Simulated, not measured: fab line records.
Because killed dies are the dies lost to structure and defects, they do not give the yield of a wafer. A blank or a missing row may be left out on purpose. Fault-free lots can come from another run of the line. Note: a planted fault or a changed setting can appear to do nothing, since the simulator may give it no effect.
Chamber matching :: flow nand_harc :: 4 sister chambers for NHARC_A_STAIRCASE_CMP_450 on cmp-02
The step polishes SiO2, target thk 200 nm. 7 wafers are shown with their chamber, then 7 later ones without.

EACH WAFER AND ITS CHAMBER
wafer: L083.2
chamber: 1
motor_current_A (A): 12.5
slurry_filter_dp_kPa (kPa): 13.31

wafer: L083.4
chamber: 3
motor_current_A (A): 12.5
slurry_filter_dp_kPa (kPa): 13.58

wafer: L089.2
chamber: 3
motor_current_A (A): 12.8
slurry_filter_dp_kPa (kPa): 13.50

wafer: L089.3
chamber: 2
motor_current_A (A): 11.5
slurry_filter_dp_kPa (kPa): 13.43

wafer: L089.5
chamber: 0
motor_current_A (A): 11.8
slurry_filter_dp_kPa (kPa): 13.37

wafer: L092.1
chamber: 2
motor_current_A (A): 12.0
slurry_filter_dp_kPa (kPa): 13.69

wafer: L092.4
chamber: 1
motor_current_A (A): 12.9
slurry_filter_dp_kPa (kPa): 13.62

WAFERS WITHOUT THEIR CHAMBER
wafer: L092.6
motor_current_A (A): 12.7
slurry_filter_dp_kPa (kPa): 13.38

wafer: L096.1
motor_current_A (A): 10.8
slurry_filter_dp_kPa (kPa): 13.40

wafer: L096.2
motor_current_A (A): 12.8
slurry_filter_dp_kPa (kPa): 13.46

wafer: L096.3
motor_current_A (A): 13.1
slurry_filter_dp_kPa (kPa): 13.54

wafer: L097.2
motor_current_A (A): 13.1
slurry_filter_dp_kPa (kPa): 13.48

wafer: L097.3
motor_current_A (A): 11.0
slurry_filter_dp_kPa (kPa): 13.52

wafer: L097.5
motor_current_A (A): 12.4
slurry_filter_dp_kPa (kPa): 13.67

THE CHAMBER EACH PASSED THROUGH
wafer: L092.6
from the rows above: can't be placed: 1 or 3
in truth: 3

wafer: L096.1
from the rows above: can't be placed: 2 or 0
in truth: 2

wafer: L096.2
from the rows above: can't be placed: 1 or 3
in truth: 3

wafer: L096.3
from the rows above: can't be placed: 1 or 3
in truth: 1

wafer: L097.2
from the rows above: can't be placed: 1 or 3
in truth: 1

wafer: L097.3
from the rows above: can't be placed: 2 or 0
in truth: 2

wafer: L097.5
from the rows above: can't be placed: 3 or 1 or 2 or 0
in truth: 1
0 of 7 placed correctly. Can't be placed from these rows: 7 (the true chamber is among the candidates in 7). Placed wrongly: 0.
How it was worked out, from the rows above alone: a wafer's distance from a chamber is the root of the sum, over the readings, of the square of ((its reading less the chamber's mean) divided by the reading's scatter). If the next closest chamber is less than 2 further off than the closest, the wafer can't be placed; otherwise it belongs to the closest. The mean given for a chamber averages the wafers shown for that chamber. The scatter is the square root of a quotient: the sum, over the shown wafers, of each reading's squared deviation from its chamber's mean, divided by wafers minus chambers.
